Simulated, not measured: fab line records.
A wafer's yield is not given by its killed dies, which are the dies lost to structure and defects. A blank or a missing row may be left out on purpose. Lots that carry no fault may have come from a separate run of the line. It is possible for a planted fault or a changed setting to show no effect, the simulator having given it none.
Matching of chambers -- flow nand-harc -- 4 sister chambers for NHARC_A_CHANNEL_HOLE_D2_ETCH_38 on rie-diel-11
The step etches the open film in CF4, target depth 39 nm, time 65 s. 4 wafers are shown with their chamber, then 8 later ones without.

## WAFERS WITH THEIR CHAMBER
wafer,chamber,showerhead-plenum-p-Torr (Torr)
L080.4,2,1.89
L084.1,1,1.71
L085.6,0,1.83
L088.3,3,1.88

## WAFERS WHOSE CHAMBER IS MISSING
wafer,showerhead-plenum-p-Torr (Torr)
L088.5,1.71
L088.6,1.89
L094.1,1.82
L094.4,1.88
L094.5,1.82
L096.4,1.82
L096.5,1.89
L096.6,1.87

## EACH ONE'S CHAMBER
wafer,from the rows above,in truth
L088.5,1,1
L088.6,can't be placed: 2 or 3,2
L094.1,0,0
L094.4,can't be placed: 3 or 2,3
L094.5,0,0
L096.4,0,0
L096.5,can't be placed: 2 or 3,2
L096.6,can't be placed: 3 or 2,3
4 of 8 placed correctly. From these rows, 4 cannot be placed; in 4 the true chamber is one of the candidates. 0 placed wrongly.
How it was worked out, from the rows above alone: a wafer's distance from a chamber is the root of the sum, over the readings, of the square of ((its reading less the chamber's mean) divided by the reading's scatter). The wafer belongs to the nearest chamber; if the next one is less than 2 further off, it can't be placed. The mean given for a chamber averages the wafers shown for that chamber. The scatter: with one shown wafer a chamber, the root of the mean of the squares of how far each hidden wafer lies from its nearest shown one.
